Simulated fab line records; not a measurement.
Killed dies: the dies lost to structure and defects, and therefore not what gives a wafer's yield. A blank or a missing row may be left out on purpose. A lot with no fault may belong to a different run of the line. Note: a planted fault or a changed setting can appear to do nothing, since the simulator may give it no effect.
fab line records	flow nand-harc
record: lots: 6	wafers: 16	last-day: 24
route steps=1159 shown A_WL_FILL@811 END@1159
lots that met no fault: from a run of the same line without faults
start-h: start of the lot's first displayed wafer, in hours after the record's first day	wait-h: hours elapsed since this lot's preceding step	" unchanged from the row above	L1.1+2: one row covering several wafers at once	- no value, or no start was given	* or withheld: withheld	< > ~ a bound
route shown NAME@n: NAME is a module with steps in the file, n the number in the route of the first one	usual: mean/standard deviation of fault-free wafers	same: alike in all rows	chamber/n: place in a boat	sites: the reading at each site	_std_site: standard deviation across them	_edge_site: outer sites' mean less inner sites'	radius-mm: how far each site lies from the wafer's centre	mask NAME#n: copy n	behind: the tool/chamber that last shaped the wafer	hold: the reason the lot was held/the length of the hold in hours/how it ended	device: the transistor (n, p or np) that didn't switch	end of line: at the end of the route, the tests of the same wafers	step lacking rows: just its recipe	killed: the dies lost at the first sort to structure and to defects; this is not the yield of the wafer	map: a wafer's dies, x killed, . not, _ none there
set.NAME: the run value of the setting; set.NAME@STEP: its run value at that earlier step	model.NAME: the simulator's own value behind a step, which no gauge read
lots at some steps of the route; a table a step, a row a wafer
services: when a tool's chamber went out of use (start-h, in hours from the record's first day, below 0 if earlier), for how many hours, and the reason
== steps ==
step: NHARC_A_WL_FILL_ALD_02
recipe: target-thk-a: 20	pulse-time-s: 3	ald-cycles: 100	temp-c: 450	material: TiN
step: NHARC_A_WL_FILL_CVD_03
recipe: target-thk-a: 400	temp-c: 300	pressure-torr: 40	wf6-flow-sccm: 40	h2-flow-sccm: 1600	ar-flow-sccm: 1560	time-s: 3302	material: W
usual: heater-power-w: 438/62	mfc-wf6-sccm: 40.00/0.11	throttle-valve-pct: 7.82/0.23
lot.wafer	tool	chamber	start-h	wait-h	heater-power-w	mfc-wf6-sccm	throttle-valve-pct
L488.1	cvd-w-01	0	396.24	9.7	384	39.82	7.69
L488.6	"	1	397.66	11.1	473	39.89	8.01
L488.5	"	0	"	"	384	40.24	7.58
L491.2	cvd-w-01	1	405.66	0.5	481	39.90	7.96
L491.4	"	0	"	"	378	39.97	7.60
L491.5	"	0	"	"	388	39.89	7.58
L495.1	cvd-w-02	0	436.33	8.5	391	39.85	7.59
L495.3	"	0	"	"	380	39.98	7.52
L499.4	cvd-w-01	1	440.68	8.4	473	40.00	8.21
L499.3	"	0	"	"	371	40.03	7.62
L503.4	cvd-w-01	0	471.93	11.9	383	40.10	7.63
L503.3	"	1	"	"	467	40.03	7.97
L503.6	"	1	"	"	484	40.01	8.04
L502.2	cvd-w-01	1	475.10	5.9	476	40.00	8.12
L502.3	"	1	"	"	465	39.80	8.16
L502.4	"	0	"	"	382	39.84	7.62
step: NHARC_A_WL_FILL_ETCHBACK_04
recipe: target-depth-a: 600	time-s: 120	chemistry: NF3
usual: drypump-motor-current-A: 5.4/0.38	oes-product-au: 0.998/0.0064
lot.wafer	tool	chamber	start-h	wait-h	drypump-motor-current-A	oes-product-au	rf-hours-counter-h
L488.1	rie-metal-01	0	399.09	2.4	5.9	0.996	1.0
L488.5	"	0	"	"	5.9	0.992	-
L488.6	"	1	"	"	5.3	1.007	-
L491.2	rie-metal-02	0	408.54	2.4	5.4	1.006	0.5
L491.4	"	0	"	"	5.4	1.005	-
L491.5	"	1	"	"	5.1	1.005	-
L495.1	rie-metal-01	0	439.62	2.8	5.8	0.992	2.1
L495.3	"	0	"	"	5.8	0.989	-
L499.4	rie-metal-02	1	443.10	1.9	5.1	1.007	-
L499.3	"	0	"	"	5.4	0.997	-
L503.4	rie-metal-01	0	474.38	2.0	5.8	0.992	-
L503.3	"	1	"	"	5.3	1.000	-
L503.6	"	1	"	"	5.3	0.994	-
L502.2	rie-metal-02	0	478.50	2.9	5.4	1.007	-
L502.3	"	0	"	"	5.4	1.011	-
L502.4	"	0	"	"	5.4	1.003	-
step: NHARC_A_WL_FILL_ETCHBACK_05
recipe: target-depth-a: 220	time-s: 60	temp-c: 40	chemistry: Cl2/BCl3
usual: drypump-motor-current-A: 5.4/0.37	oes-product-au: 0.999/0.0071
lot.wafer	tool	chamber	start-h	wait-h	drypump-motor-current-A	oes-product-au	rf-hours-counter-h
L488.1	rie-metal-01	0	399.35	0.2	5.9	0.981	1.1
L488.5	"	1	"	"	5.3	0.997	-
L488.6	"	0	"	"	5.9	0.991	-
L491.2	rie-metal-02	0	408.77	0.2	5.4	1.007	0.7
L491.4	"	1	"	"	5.1	0.991	-
L491.5	"	1	"	"	5.1	1.001	-
L495.1	rie-metal-01	0	439.86	0.2	5.8	0.996	2.2
L495.3	"	0	"	"	5.8	0.992	-
L499.3	rie-metal-02	0	443.29	0.1	5.4	1.015	-
L499.4	"	1	"	"	5.1	1.008	-
L503.3	rie-metal-01	1	474.58	0.1	5.3	0.994	-
L503.4	"	0	"	"	5.9	0.992	-
L503.6	"	1	"	"	5.3	1.005	-
L502.2	rie-metal-02	0	478.90	0.3	5.4	1.007	-
L502.3	"	0	"	"	5.4	1.005	-
L502.4	"	0	"	"	5.4	0.999	-
step: NHARC_A_WL_FILL_STRIP_27
recipe: power-w: 1500	temp-c: 250	time-s: 20	chemistry: N2/H2
usual: drypump-motor-current-A: 6.1/0.43	heater-power-w: 335/29
lot.wafer	tool	chamber	start-h	wait-h	drypump-motor-current-A	heater-power-w	rf-hours-counter-h
L488.1	plasma-asher-02	1	399.49	0.1	5.6	293	8
L488.5	"	0	"	"	5.9	367	-
L488.6	"	1	"	"	5.6	293	-
L491.2	plasma-asher-02	0	408.92	0.1	5.9	369	14
L491.4	"	0	"	"	5.9	377	-
L491.5	"	0	"	"	5.9	374	-
L495.1	plasma-asher-01	0	440.00	0.1	6.6	338	58
L495.3	"	1	"	"	6.6	339	-
L499.3	plasma-asher-01	0	443.46	0.2	6.5	333	-
L499.4	"	1	"	"	6.6	341	-
L503.4	plasma-asher-02	1	475.87	1.3	5.5	289	-
L503.3	"	0	"	"	5.9	363	-
L503.6	"	0	"	"	5.9	366	-
L502.2	plasma-asher-02	0	479.90	1.0	5.9	372	45
L502.4	"	1	"	"	5.6	292	-
L502.3	"	0	"	"	5.9	377	-
step: NHARC_A_WL_FILL_STRIP_28
recipe: time-s: 1200	temp-c: 72.5	chemistry: post-etch-residue-remover
step: NHARC_A_WL_FILL_PRECLEAN_06
recipe: time-s: 300	chemistry: DIW
step: NHARC_A_WL_FILL_SRD_07
step: NHARC_A_WL_FILL_ANNEAL_08
recipe: temp-c: 450	time-s: 1800
step: NHARC_A_WL_FILL_ALD_10
recipe: target-thk-a: 500	pulse-time-s: 10	ald-cycles: 500	temp-c: 300	material: SiO2
step: NHARC_A_WL_FILL_ETCHBACK_16
recipe: target-depth-a: 880	time-s: 17.6	c4f8-flow-sccm: withheld	o2-flow-sccm: 8	ar-flow-sccm: withheld	rf-w: 600	bias-w: 800	chemistry: C4F8/O2/Ar
usual: oes-product-au: 0.98/0.031	rf-vpp-V: 722/3.3
lot.wafer	tool	chamber	start-h	wait-h	oes-product-au	rf-hours-counter-h	rf-vpp-V
L488.1	rie-diel-12	2	409.43	-	0.99	0.9	721
L488.5	"	3	"	"	0.99	-	718
L488.6	"	0	"	"	0.99	-	726
L491.4	rie-diel-12	2	418.75	-	0.96	1.1	722
L491.2	"	3	"	"	0.97	0.8	720
L491.5	"	1	"	"	0.98	-	727
L495.1	rie-diel-12	3	450.12	-	0.64	1.3	719
L495.3	"	1	"	"	0.64	1.3	729
L499.3	rie-diel-12	3	453.56	-	0.64	1.4	720
L499.4	"	0	"	"	0.98	1.4	726
L503.4	rie-diel-07	0	485.47	-	1.00	2.4	726
L503.3	"	3	"	"	0.99	2.4	723
L503.6	"	1	"	"	1.00	-	717
L502.2	rie-diel-03	1	489.77	-	1.00	6.1	718
L502.3	"	3	"	"	1.01	6.1	724
L502.4	"	0	"	"	1.01	6.2	718
step: NHARC_A_WL_FILL_STRIP_29
recipe: time-s: 20	o2-flow-sccm: 500	ar-flow-sccm: 0	bias-w: 0	chemistry: O2
usual: drypump-motor-current-A: 5.9/0.44	oes-product-au: 0.998/0.0085	rf-vpp-V: 57.7/0.95	showerhead-plenum-p-Torr: 3.50/0.12	throttle-valve-pct: 17.037/0.0081
lot.wafer	tool	chamber	start-h	wait-h	drypump-motor-current-A	oes-product-au	rf-hours-counter-h	rf-vpp-V	showerhead-plenum-p-Torr	throttle-valve-pct
L488.1	rie-diel-12	0	409.49	0.1	6.2	0.993	0.8	58.9	3.58	17.052
L488.6	"	0	"	"	6.2	0.982	-	57.0	3.58	17.042
L488.5	"	1	"	"	6.4	0.993	-	58.6	3.69	17.053
L491.4	rie-diel-12	1	418.83	0.1	6.4	1.004	0.9	58.3	3.69	17.026
L491.2	"	3	"	"	5.7	0.988	0.8	56.5	3.40	17.045
L491.5	"	2	"	"	5.3	0.987	-	56.4	3.46	17.050
L495.1	rie-diel-12	0	450.28	0.2	6.2	0.992	1.4	58.2	3.58	17.034
L495.3	"	2	"	"	5.3	0.995	1.6	58.6	3.46	17.040
L499.4	rie-diel-12	1	453.64	0.1	6.4	0.999	1.4	56.4	3.69	17.026
L499.3	"	0	"	"	6.1	0.989	1.4	59.7	3.58	17.017
L503.4	rie-diel-07	0	485.57	0.1	6.0	0.992	2.4	58.8	3.60	17.046
L503.3	"	1	"	"	4.7	0.987	2.3	57.2	3.31	17.032
L503.6	"	3	"	"	5.4	0.991	-	58.9	3.56	17.045
L502.2	rie-diel-03	0	489.87	0.1	6.0	0.997	6.2	57.3	3.33	17.051
L502.3	"	1	"	"	6.2	1.007	6.1	56.9	3.35	17.042
L502.4	"	3	"	"	5.7	1.010	6.1	56.7	3.56	17.050
step: NHARC_END_SORT_01
recipe: temp-c: 25
usual: killed-at-array: 28/8.9	killed-at-other: 0.8/1.2	killed-at-periphery: 3.3/2.3	killed-dies: 32/9.4	killed-open: 3.2/1.8	killed-short: 1.9/1.4
same: gross-dies: 677
lot.wafer	tool	chamber	start-h	wait-h	killed-at-array	killed-at-other	killed-at-periphery	killed-dies	killed-open	killed-short
L495.1	prober-02	0	545.27	2.5	675	0	2	677	5	2
L495.3	prober-02	0	546.88	3.1	674	1	2	677	4	1
L499.3	prober-01	0	553.53	3.1	673	1	3	677	2	3
killed by level:class
L495.1 A_WL_FILL:area-etchback=642 A_SLIT:chamber-film-flake=16 A_CONTACT:chamber-film-flake=5 A_CHANNEL_HOLE_D1:chamber-film-flake=3 A_STAIRCASE:chamber-film-flake=3 A_M0:geometric-particle:open=2 P_GATE:geometric-particle:open=1 A_ONON_D1:geometric-particle:open=1
L495.3 A_WL_FILL:area-etchback=630 A_SLIT:chamber-film-flake=19 A_CHANNEL_HOLE_D1:chamber-film-flake=8 A_STAIRCASE:chamber-film-flake=6 A_CONTACT:chamber-film-flake=5 A_BLC:geometric-particle:open=2 A_ONON_D1:geometric-particle:short=1 A_CHANNEL_FILL_D1:geometric-particle:open=1
L499.3 A_WL_FILL:area-etchback=648 A_CHANNEL_HOLE_D1:chamber-film-flake=8 A_CONTACT:chamber-film-flake=7 A_CHANNEL_FILL_D1:geometric-particle:short=3 A_STAIRCASE:chamber-film-flake=3 A_M0:geometric-particle:open=2 P_M1:chamber-film-flake=2 P_ZERO_WELL:chamber-film-flake=1
map L495.1 (x killed, . not)
____________x____________
_________xxxxxxx_________
_______xxxxxxxxxxx_______
______xxxxxxxxxxxxx______
_____xxxxxxxxxxxxxxx_____
____xxxxxxxxxxxxxxxxx____
____xxxxxxxxxxxxxxxxx____
___xxxxxxxxxxxxxxxxxxx___
___xxxxxxxxxxxxxxxxxxx___
__xxxxxxxxxxxxxxxxxxxxx__
__xxxxxxxxxxxxxxxxxxxxx__
_xxxxxxxxxxxxxxxxxxxxxxx_
_xxxxxxxxxxxxxxxxxxxxxxx_
_xxxxxxxxxxxxxxxxxxxxxxx_
_xxxxxxxxxxxxxxxxxxxxxxx_
_xxxxxxxxxxxxxxxxxxxxxxx_
xxxxxxxxxxxxxxxxxxxxxxxxx
xxxxxxxxxxxxxxxxxxxxxxxxx
xxxxxxxxxxxxxxxxxxxxxxxxx
xxxxxxxxxxxxxxxxxxxxxxxxx
xxxxxxxxxxxxxxxxxxxxxxxxx
_xxxxxxxxxxxxxxxxxxxxxxx_
_xxxxxxxxxxxxxxxxxxxxxxx_
_xxxxxxxxxxxxxxxxxxxxxxx_
_xxxxxxxxxxxxxxxxxxxxxxx_
_xxxxxxxxxxxxxxxxxxxxxxx_
__xxxxxxxxxxxxxxxxxxxxx__
__xxxxxxxxxxxxxxxxxxxxx__
___xxxxxxxxxxxxxxxxxxx___
___xxxxxxxxxxxxxxxxxxx___
____xxxxxxxxxxxxxxxxx____
____xxxxxxxxxxxxxxxxx____
_____xxxxxxxxxxxxxxx_____
______xxxxxxxxxxxxx______
_______xxxxxxxxxxx_______
_________xxxxxxx_________
____________x____________
map L499.3 (x killed, . not)
____________x____________
_________xxxxxxx_________
_______xxxxxxxxxxx_______
______xxxxxxxxxxxxx______
_____xxxxxxxxxxxxxxx_____
____xxxxxxxxxxxxxxxxx____
____xxxxxxxxxxxxxxxxx____
___xxxxxxxxxxxxxxxxxxx___
___xxxxxxxxxxxxxxxxxxx___
__xxxxxxxxxxxxxxxxxxxxx__
__xxxxxxxxxxxxxxxxxxxxx__
_xxxxxxxxxxxxxxxxxxxxxxx_
_xxxxxxxxxxxxxxxxxxxxxxx_
_xxxxxxxxxxxxxxxxxxxxxxx_
_xxxxxxxxxxxxxxxxxxxxxxx_
_xxxxxxxxxxxxxxxxxxxxxxx_
xxxxxxxxxxxxxxxxxxxxxxxxx
xxxxxxxxxxxxxxxxxxxxxxxxx
xxxxxxxxxxxxxxxxxxxxxxxxx
xxxxxxxxxxxxxxxxxxxxxxxxx
xxxxxxxxxxxxxxxxxxxxxxxxx
_xxxxxxxxxxxxxxxxxxxxxxx_
_xxxxxxxxxxxxxxxxxxxxxxx_
_xxxxxxxxxxxxxxxxxxxxxxx_
_xxxxxxxxxxxxxxxxxxxxxxx_
_xxxxxxxxxxxxxxxxxxxxxxx_
__xxxxxxxxxxxxxxxxxxxxx__
__xxxxxxxxxxxxxxxxxxxxx__
___xxxxxxxxxxxxxxxxxxx___
___xxxxxxxxxxxxxxxxxxx___
____xxxxxxxxxxxxxxxxx____
____xxxxxxxxxxxxxxxxx____
_____xxxxxxxxxxxxxxx_____
______xxxxxxxxxxxxx______
_______xxxxxxxxxxx_______
_________xxxxxxx_________
____________x____________
== services ==
tool	chamber	start-h	hours	kind
cvd-w-02	-	378.92	13.0	pm
rie-diel-12	-	379.40	9.0	pm
rie-diel-12	0	379.40	9.0	vent-cycle
rie-diel-12	1	379.40	9.0	vent-cycle
rie-diel-12	2	379.40	9.0	vent-cycle
rie-diel-12	3	379.40	9.0	vent-cycle
rie-diel-07	3	379.86	7.2	repair
rie-metal-02	-	388.00	9.0	pm
rie-diel-12	0	388.40	-	clean
rie-diel-12	1	388.40	-	clean
rie-diel-12	2	388.40	-	clean
rie-diel-12	3	388.40	-	clean
rie-diel-03	-	392.30	9.0	pm
rie-diel-12	3	394.57	4.8	repair
rie-diel-07	-	405.20	9.0	pm
plasma-asher-01	-	412.84	1.7	repair
rie-diel-12	0	412.90	-	clean
rie-diel-12	3	414.68	1.8	repair
rie-metal-02	0	427.10	5.1	repair
plasma-asher-01	-	452.43	56.7	repair
rie-diel-12	-	470.33	23.3	repair
rie-metal-02	1	470.36	22.9	repair
cvd-w-01	-	477.95	13.0	pm
cvd-w-02	-	489.51	0.7	repair
== key ==
first-sign: step: NHARC_A_WL_FILL_ETCHBACK_16	reading: oes-product-au	direction: down	sigmas: 11	usual: 0.98	struck: 0.64
effect: step: NHARC_END_SORT_01	reading: killed-at-array	direction: up	sigmas: 72	usual: 28	struck: 674
more-kills-born-at: NHARC_A_WL_FILL_ETCHBACK_16@rie-diel-12: 1920
met-at NHARC_A_WL_FILL_ETCHBACK_16
struck-wafers L495.1,L495.3,L499.3
later-rows-left-out L495.1,L495.3,L499.3
tester-left-out L495,L499
onset-between 418.75 450.12
fault: kind: process-parameter-drift	tool: rie-diel-12	chamber: -	onset-h: 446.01	steps: NHARC_A_WL_FILL_ETCHBACK_16	channel: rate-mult	offset: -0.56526	shape: step	end-h: 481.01	scope: struck-wafers-only
tester-left-out: of these lots the tester's yield and bins aren't shown, on N5 and GAA mostly nor the transistor test; their killed dies are dies lost to structure and defects alone, not to doping, threshold or leakage, so they don't give the yield
later-rows-left-out: the simulator's readings of these wafers behind a module that went badly wrong aren't trusted and aren't shown, but for the sort
